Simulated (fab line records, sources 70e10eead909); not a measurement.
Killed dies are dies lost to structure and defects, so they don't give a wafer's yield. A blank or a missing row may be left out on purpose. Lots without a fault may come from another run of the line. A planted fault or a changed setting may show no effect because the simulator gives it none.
A struck lot beside a sound one | flow nand_harc | 13 steps out of a route of 1159
Sound: wafers L814.2, L814.3, L814.4. Struck: wafers L821.2, L821.3, L821.4. The cause comes at the end.
At each step with rows: each side's tool, then ch and its chambers, then its first start. Under that, the readings that differ: sound wafers | struck wafers | difference of the means | sigmas: that difference in standard deviations of wafers without a fault.
alike: readings whose means differ by less than 2 such deviations, and words and numbers that are the same on both sides. not compared: withheld readings, readings that some wafer has no value for, bounds like >300 that may hide the same value, and numbers for which the record gives no deviation and whose values overlap.
The two part at a step that has a row with sigmas, a row that says differs or no value, or rows on one side only. Numbers that don't overlap but have no deviation are shown without sigmas and don't part them. A reading that every wafer of one side lacks parts them only if that side has two wafers or more.

NHARC_A_CHANNEL_FILL_D1_STRIP_28: strips in O2, time 20 s.
  sound on rie_diel-12 ch 1,2,3, day 10 05:11; struck on rie_diel-01 ch 1,2,3, day 12 17:40
  reading                | sound | struck | difference | sigmas
  rf_hours_counter_h (h) | 2 1 2 | 3 3 3  | +1         |
  alike: drypump_motor_current_A, o2_flow_sccm, oes_product_au, rf_vpp_V, showerhead_plenum_p_Torr, throttle_valve_pct
then, 4 steps without rows for these wafers: NHARC_A_CHANNEL_FILL_D1_PRECLEAN_21 (cleans in dHF, time 30 s); NHARC_A_CHANNEL_FILL_D1_SRD_23; NHARC_A_CHANNEL_FILL_D1_CVD_05 (deposits poly-Si, target thk 5 nm); NHARC_A_CHANNEL_FILL_D1_ANNEAL_22 (time 7200 s).
NHARC_A_CHANNEL_FILL_D1_ALD_25: deposits SiOx, target thk 60 nm, pulse time 10 s, ald cycles 600.
  sound on ald_hk-02 ch 0,2,3, day 10 19:30; struck on ald_hk-03 ch 0,2,3, day 13 06:24
  alike: heater_power_w, precursor_pulse_height_rel, susceptor_temp_C
NHARC_A_CHANNEL_FILL_D1_ETCHBACK_08: etches the open film in C4F8, target depth 220 nm, time 110 s.
  sound on rie_diel-01 ch 0,1,3; struck on rie_diel-01 ch 0,1,2
  reading                | sound | struck | difference | sigmas
  rf_hours_counter_h (h) | 2 2 2 | 4 3 4  | +2         |
  alike: oes_product_au, rf_vpp_V
NHARC_A_CHANNEL_FILL_D1_STRIP_29: strips in O2, time 20 s.
  sound on rie_diel-01 ch 0,1,3; struck on rie_diel-01 ch 0,2,3
  reading                | sound | struck | difference | sigmas
  rf_hours_counter_h (h) | 2 2 2 | 3 3 4  | +1         |
  alike: drypump_motor_current_A, o2_flow_sccm, oes_product_au, rf_vpp_V, showerhead_plenum_p_Torr, throttle_valve_pct
then, 3 steps without rows for these wafers: NHARC_A_CHANNEL_FILL_D1_PRECLEAN_30 (cleans in dHF, time 30 s); NHARC_A_CHANNEL_FILL_D1_SRD_31; NHARC_A_CHANNEL_FILL_D1_CVD_09 (deposits poly-Si, target thk 150 nm, time 3000 s).
NHARC_A_CHANNEL_FILL_D1_CMP_10: polishes, target thk 150 nm.
  sound on cmp-02 ch 0,2,3, day 11 06:54; struck on cmp-04 ch 0,2,3, day 13 21:28
  no value came back on the struck wafers for edge_zone_pressure_frac, motor_current_A (A), retaining_ring_pressure_frac, time_to_endpoint_s (s); on the sound wafers edge_zone_pressure_frac reads 1.000 1.001 0.998
-- the record jumps here: 9 days lie between the struck wafers' starts before and after (it left off in module A_CHANNEL_FILL_D1 and takes up again in module END, whose first step shown is number 1159 of the route) --
NHARC_END_SORT_01:
  the record has rows for the struck wafers here (prober-01 ch 0, day 23 02:35) and none for the sound ones

WHERE THEY PART
First at NHARC_A_CHANNEL_FILL_D1_CMP_10; last, within this record, at NHARC_END_SORT_01.

WHY: what the simulator had put in
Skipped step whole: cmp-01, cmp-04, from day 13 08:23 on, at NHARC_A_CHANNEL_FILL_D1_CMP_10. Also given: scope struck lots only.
